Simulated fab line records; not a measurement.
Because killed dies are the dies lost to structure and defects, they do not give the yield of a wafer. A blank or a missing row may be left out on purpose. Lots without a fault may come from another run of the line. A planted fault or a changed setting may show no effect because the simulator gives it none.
Chamber matching | flow n5 finfet | rie diel-05 running N5_BEOL_M13_TRENCH_ETCH_34: 4 sister chambers
The step etches SiOC in C4F8/O2/Ar, target depth 413.47 nm, time 162.6 s. 4 wafers are shown with their chamber, then 7 later ones without.

WAFERS WITH THEIR CHAMBER
wafer  | chamber | drypump motor current A (A)
L083.4 | 1       | 5.6
L091.4 | 3       | 5.1
L094.1 | 2       | 6.2
L094.2 | 0       | 5.2

WAFERS WITHOUT THEIR CHAMBER
wafer  | drypump motor current A (A)
L094.3 | 5.6
L096.1 | 5.2
L096.5 | 5.2
L096.6 | 5.1
L097.1 | 5.3
L097.3 | 6.2
L097.5 | 5.1

WHICH CHAMBER EACH WENT THROUGH
wafer  | from the rows above | in truth
L094.3 | 1                   | 1
L096.1 | 0                   | 0
L096.5 | 0                   | 0
L096.6 | 3                   | 3
L097.1 | 0                   | 0
L097.3 | 2                   | 2
L097.5 | 3                   | 3
Placed correctly: 7 of 7. From these rows, 0 cannot be placed. Placed wrongly: 0.
How it was worked out, from the rows above alone: a wafer's distance from a chamber is the root of the sum, over the readings, of the square of ((its reading less the chamber's mean) divided by the reading's scatter). If the next closest chamber is less than 2 further off than the closest, the wafer can't be placed; otherwise it belongs to the closest. For every chamber, the mean is computed from those of its wafers that are shown. The scatter: root of mean squared gap, hidden wafer to nearest shown wafer, with one shown wafer a chamber.
